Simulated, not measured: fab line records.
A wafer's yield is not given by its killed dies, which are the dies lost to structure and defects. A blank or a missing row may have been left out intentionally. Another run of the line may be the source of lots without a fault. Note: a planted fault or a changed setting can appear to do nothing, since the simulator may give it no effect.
One fault seen from 2 desks    flow n5-finfet    each desk has only its own numbers; what lay behind them comes last

FROM THE METROLOGY DESK
What the gauges read, lot by lot, whatever tool the lot ran on: means of the sampled wafers that have a number. Marked OUT: a lot whose mean sits more than 4 standard deviations from the usual mean, which makes it out of limits; the brackets give that distance. Of its 10 readings 7 are shown: those that lie furthest out on some lot.
Columns: A = DIBL_N at N5_BEOL_M4_RC_MEAS_101, usual 35.9 mV/V; B = DIBL_P at N5_BEOL_M4_RC_MEAS_101, usual 35.8 mV/V; C = IOFF_P at N5_BEOL_M4_RC_MEAS_101, usual 0.21 nA/um; D = ION_P at N5_BEOL_M4_RC_MEAS_101, usual 462 uA/um; E = SS_N at N5_BEOL_M4_RC_MEAS_101, usual 71.5 mV/dec; F = SS_P at N5_BEOL_M4_RC_MEAS_101, usual 73.2 mV/dec; G = VT_P at N5_BEOL_M4_RC_MEAS_101, usual -250 mV
lot   first seen here  A     B     C     D    E     F     G
L487  day 8 16:49      34.1  34.5  0.15  447  71.4  72.9  -258
L498  day 11 04:43     33.5  33.9  0.18  459  70.9  72.2  -250
L505  day 13 07:58     33.5  32.9  0.18  466  70.0  72.2  -250
L506  day 13 22:26     36.6  39.3  0.22  463  71.9  73.2  -250
Result from this desk: across the 4 lots, nothing is out of limits.

FOR THE TOOL OWNER'S DESK: pecvd-03
The tool's own readings at N5_BEOL_M2_PECVD_72 (deposits SiO2 from TEOS/O2, target thk 16 nm, time 18 s): means of the sampled wafers that have a number, for each lot that ran on this tool. Marked OUT: a lot whose mean sits more than 4 standard deviations from the usual mean, which makes it out of limits; the brackets give that distance.
Columns: A = chamber-pressure-Torr at N5_BEOL_M2_PECVD_72, usual 5.498 Torr; B = heater-power-w at N5_BEOL_M2_PECVD_72, usual 717 W; C = showerhead-plenum-p-Torr at N5_BEOL_M2_PECVD_72, usual 8.80 Torr; D = susceptor-temp-C at N5_BEOL_M2_PECVD_72, usual 400.01 C; E = throttle-valve-pct at N5_BEOL_M2_PECVD_72, usual 22.9 %
lot   first seen here  A      B    C     D                  E
L487  day 6 21:04      5.500  733  8.83  400.13             21.9
L498  day 9 20:03      5.489  720  8.81  399.91             22.1
L505  day 11 11:43     5.504  724  8.83  401.94 (+9.7) OUT  22.0
L506  day 12 01:12     5.498  778  8.82  401.85 (+9.2) OUT  22.1
This desk's finding: out of limits on L505, L506; first on L505, day 11 11:43 (susceptor-temp-C at N5_BEOL_M2_PECVD_72). L487, L498: within limits.

BROUGHT TOGETHER
On L505, L506, at day 11 11:43, an alarm was possible from the tool owner's desk.
The metrology desk saw nothing out of limits.
The metrology desk has L505, L506 on record, within its limits.
N5_BEOL_M2_PECVD_72 was run on pecvd-03 by each of the lots named.

WHAT THE SIMULATOR HAD PUT IN
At N5_BEOL_M2_PECVD_72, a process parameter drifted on pecvd-03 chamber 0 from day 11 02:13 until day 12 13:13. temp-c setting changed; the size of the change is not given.
Shown lots that were struck: L505, L506.
Hours from the fault's start to each desk's first reading out of limits: the tool owner's desk, 10.
